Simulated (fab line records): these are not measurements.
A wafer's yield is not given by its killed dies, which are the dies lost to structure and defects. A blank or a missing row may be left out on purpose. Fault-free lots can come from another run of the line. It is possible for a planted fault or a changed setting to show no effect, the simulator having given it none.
Chamber matching || flow nand harc || NHARC_P_M2_CMP_23 on cmp-01: 4 sister chambers
The step polishes, t overpolish 20 s, target thk 144.3 nm. 14 wafers are shown with their chamber, then 7 later ones without.

EACH WAFER AND ITS CHAMBER
{"wafer": "L396.1", "chamber": 2, "motor current A (A)": 11.5, "time to endpoint s (s)": 27.2, "edge zone pressure frac": 1.004}
{"wafer": "L396.2", "chamber": 3, "motor current A (A)": 10.9, "time to endpoint s (s)": 32.7, "edge zone pressure frac": 1.012}
{"wafer": "L396.3", "chamber": 0, "motor current A (A)": 14.0, "time to endpoint s (s)": 30.4, "edge zone pressure frac": 0.995}
{"wafer": "L397.2", "chamber": 2, "motor current A (A)": 11.2, "time to endpoint s (s)": 28.5, "edge zone pressure frac": 0.997}
{"wafer": "L397.5", "chamber": 2, "motor current A (A)": 11.3, "time to endpoint s (s)": 26.3, "edge zone pressure frac": 1.004}
{"wafer": "L397.6", "chamber": 3, "motor current A (A)": 11.1, "time to endpoint s (s)": 32.0, "edge zone pressure frac": 0.992}
{"wafer": "L399.3", "chamber": 2, "motor current A (A)": 12.5, "time to endpoint s (s)": 26.9, "edge zone pressure frac": 0.993}
{"wafer": "L399.4", "chamber": 0, "motor current A (A)": 13.7, "time to endpoint s (s)": 29.2, "edge zone pressure frac": 0.991}
{"wafer": "L399.6", "chamber": 0, "motor current A (A)": 14.8, "time to endpoint s (s)": 27.9, "edge zone pressure frac": 1.006}
{"wafer": "L411.1", "chamber": 3, "motor current A (A)": 11.2, "time to endpoint s (s)": 28.8, "edge zone pressure frac": 1.002}
{"wafer": "L411.4", "chamber": 0, "motor current A (A)": 14.8, "time to endpoint s (s)": 27.0, "edge zone pressure frac": 0.993}
{"wafer": "L411.5", "chamber": 2, "motor current A (A)": 11.9, "time to endpoint s (s)": 22.9, "edge zone pressure frac": 1.010}
{"wafer": "L413.1", "chamber": 1, "motor current A (A)": 14.5, "time to endpoint s (s)": 29.0, "edge zone pressure frac": 1.004}
{"wafer": "L413.4", "chamber": 3, "motor current A (A)": 11.3, "time to endpoint s (s)": 29.8, "edge zone pressure frac": 0.999}

SIGNATURES (means of the wafers above)
{"reading": "motor current A", "chamber 0": 14.325, "chamber 1": 14.500, "chamber 2": 11.680, "chamber 3": 11.125, "scatter within a chamber": 0.465}
{"reading": "time to endpoint s", "chamber 0": 28.625, "chamber 1": 29.000, "chamber 2": 26.360, "chamber 3": 30.825, "scatter within a chamber": 1.85}
{"reading": "edge zone pressure frac", "chamber 0": 0.99625, "chamber 1": 1.00400, "chamber 2": 1.00160, "chamber 3": 1.00125, "scatter within a chamber": 0.0072}
Rule: for a wafer and a chamber, the distance is found by dividing, reading by reading, the gap between the wafer's reading and the chamber's mean by the reading's scatter, squaring, summing and taking the root. The wafer belongs to the nearest chamber; if the next one is less than 2 further off, it can't be placed. How the scatter is found: for the shown wafers, subtract from each reading the mean of its chamber, square and add these, divide the total by (wafers less chambers), then take the root.

WAFERS WHOSE CHAMBER IS MISSING
{"wafer": "L413.5", "motor current A (A)": 14.0, "time to endpoint s (s)": 29.2, "edge zone pressure frac": 0.999}
{"wafer": "L414.1", "motor current A (A)": 14.3, "time to endpoint s (s)": 30.1, "edge zone pressure frac": 0.989}
{"wafer": "L414.4", "motor current A (A)": 14.4, "time to endpoint s (s)": 33.1, "edge zone pressure frac": 0.999}
{"wafer": "L414.5", "motor current A (A)": 11.4, "time to endpoint s (s)": 28.5, "edge zone pressure frac": 0.999}
{"wafer": "L415.1", "motor current A (A)": 15.2, "time to endpoint s (s)": 31.4, "edge zone pressure frac": 1.000}
{"wafer": "L415.2", "motor current A (A)": 13.9, "time to endpoint s (s)": 32.7, "edge zone pressure frac": 0.996}
{"wafer": "L415.4", "motor current A (A)": 11.1, "time to endpoint s (s)": 30.6, "edge zone pressure frac": 1.004}

CHAMBER TAKEN BY EACH
{"wafer": "L413.5", "from the rows above": "can't be placed: 0 or 1", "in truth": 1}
{"wafer": "L414.1", "from the rows above": "can't be placed: 0 or 1", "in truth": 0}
{"wafer": "L414.4", "from the rows above": "can't be placed: 1 or 0", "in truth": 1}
{"wafer": "L414.5", "from the rows above": "can't be placed: 2 or 3", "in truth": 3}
{"wafer": "L415.1", "from the rows above": "can't be placed: 1 or 0", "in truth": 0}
{"wafer": "L415.2", "from the rows above": "can't be placed: 0 or 1", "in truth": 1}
{"wafer": "L415.4", "from the rows above": 3, "in truth": 3}
Correctly placed: 1 of 7. Not placeable from these rows: 6 (in 6, the candidates include the true chamber). Placed wrongly: 0.
